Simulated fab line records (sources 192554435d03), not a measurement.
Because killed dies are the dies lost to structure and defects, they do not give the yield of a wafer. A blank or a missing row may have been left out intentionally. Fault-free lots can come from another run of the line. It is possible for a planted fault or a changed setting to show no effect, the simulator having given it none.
3 desks, one fault :: flow n5 finfet :: what lay behind the numbers comes last; until then each desk has only its own

== THE TOOL OWNER'S DESK: plasma asher-01 ==
The tool's own readings at N5_SD_EPI_P_STRIP_40 (strips in N2/H2): means of the sampled wafers that have a number, for each lot that ran on this tool. Marked OUT: a lot whose mean sits more than 4 standard deviations from the usual mean, which makes it out of limits; the brackets give that distance.
Columns: A = drypump motor current A at N5_SD_EPI_P_STRIP_40, usual 6.22 A; B = h2 flow sccm at N5_SD_EPI_P_STRIP_40, usual 3250 sccm; C = heater power w at N5_SD_EPI_P_STRIP_40, usual 319 W; D = oes product au at N5_SD_EPI_P_STRIP_40, usual 0.761 a.u.
lot: L806
first seen here: day 4 22:44
A: 5.78
B: 3249
C: 308
D: 0.761

lot: L814
first seen here: day 6 21:29
A: 5.81
B: 3252
C: 305
D: 0.754

lot: L821
first seen here: day 8 14:04
A: 5.77
B: 3248
C: 313
D: 0.762
Result from this desk: across the 3 lots, nothing is out of limits.

== FROM THE METROLOGY DESK ==
What the gauges read for every lot (on any tool): the sampled wafers with a number, averaged. Marked OUT: a lot whose mean sits more than 4 standard deviations from the usual mean, which makes it out of limits; the brackets give that distance. It has 10 readings; the 7 that lie furthest out on some lot are the ones shown.
Columns: A = DIBL_N at N5_BEOL_M4_RC_MEAS_101, usual 36.3 mV/V; B = IOFF_N at N5_BEOL_M4_RC_MEAS_101, usual 0.161 nA/um; C = IOFF_P at N5_BEOL_M4_RC_MEAS_101, usual 0.209 nA/um; D = SS_N at N5_BEOL_M4_RC_MEAS_101, usual 71.5 mV/dec; E = SS_P at N5_BEOL_M4_RC_MEAS_101, usual 73.2 mV/dec; F = VT_N at N5_BEOL_M4_RC_MEAS_101, usual 249.1 mV; G = VT_P at N5_BEOL_M4_RC_MEAS_101, usual -249.9 mV
lot: L804
first seen here: day 8 17:25
A: 35.4
B: 0.128
C: 0.172
D: 70.3
E: 72.5
F: 252.2
G: -255.1

lot: L806
first seen here: day 9 12:39
A: 37.0
B: 0.181
C: 0.227
D: 71.6
E: 73.8
F: 248.6
G: -248.4

lot: L807
first seen here: day 9 19:53
A: 34.8
B: 0.136
C: 0.168
D: 71.3
E: 73.4
F: 250.4
G: -254.2

lot: L809
first seen here: day 9 20:49
A: 34.5
B: 0.158
C: 0.193
D: 71.7
E: 72.9
F: 247.0
G: -251.4

lot: L814
first seen here: day 11 15:14
A: 36.4
B: 0.168
C: 0.187
D: 71.6
E: 73.8
F: 248.7
G: -253.4

lot: L820
first seen here: day 12 14:43
A: 37.6
B: 0.188
C: 0.226
D: 72.0
E: 72.9
F: 248.0
G: -249.1

lot: L821
first seen here: day 12 20:45
A: 35.4
B: 0.130
C: 0.209
D: 71.5
E: 73.2
F: 254.5
G: -250.7

lot: L823
first seen here: day 13 22:22
A: 36.0
B: 0.147
C: 0.199
D: 71.8
E: 73.3
F: 250.6
G: -247.7
Result from this desk: across the 8 lots, nothing is out of limits.

== THE DEFECT DESK ==
Inspection counts along the route, by lot: the mean over sampled wafers that carry a number. Marked OUT: a lot whose mean sits more than 4 standard deviations from the usual mean, which makes it out of limits; the brackets give that distance.
Columns: A = raw defect count at N5_SD_EPI_P_INSPECT_26, usual 165
lot: L804
first seen here: day 4 08:41
A: 201

lot: L806
first seen here: day 5 01:39
A: 155

lot: L807
first seen here: day 5 09:10
A: 195

lot: L809
first seen here: day 5 16:12
A: 193

lot: L814
first seen here: day 7 00:23
A: 125

lot: L820
first seen here: day 8 08:28
A: 108

lot: L821
first seen here: day 8 16:56
A: 366 (+5.9) OUT

lot: L823
first seen here: day 9 08:05
A: 134
This desk finds L821 out of limits, L821 being first, at day 8 16:56 (raw defect count at N5_SD_EPI_P_INSPECT_26). Within limits: L804, L806, L807, L809, L814, L820, L823.

== PUT TOGETHER ==
The defect desk could have raised an alarm at day 8 16:56, on L821.
Nothing out of limits was seen by the tool owner's desk.
The metrology desk saw nothing out of limits.
The tool owner's desk has L821 on record, within its limits.
The metrology desk has L821 on record, within its limits.
On plasma asher-01, each named lot ran N5_SD_EPI_P_STRIP_40.

== WHAT THE SIMULATOR HAD INSERTED ==
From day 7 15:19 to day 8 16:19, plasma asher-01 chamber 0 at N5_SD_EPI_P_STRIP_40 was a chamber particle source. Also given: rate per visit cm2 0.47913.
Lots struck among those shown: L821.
Hours from the fault's start to each desk's first reading out of limits: the defect desk, 26.
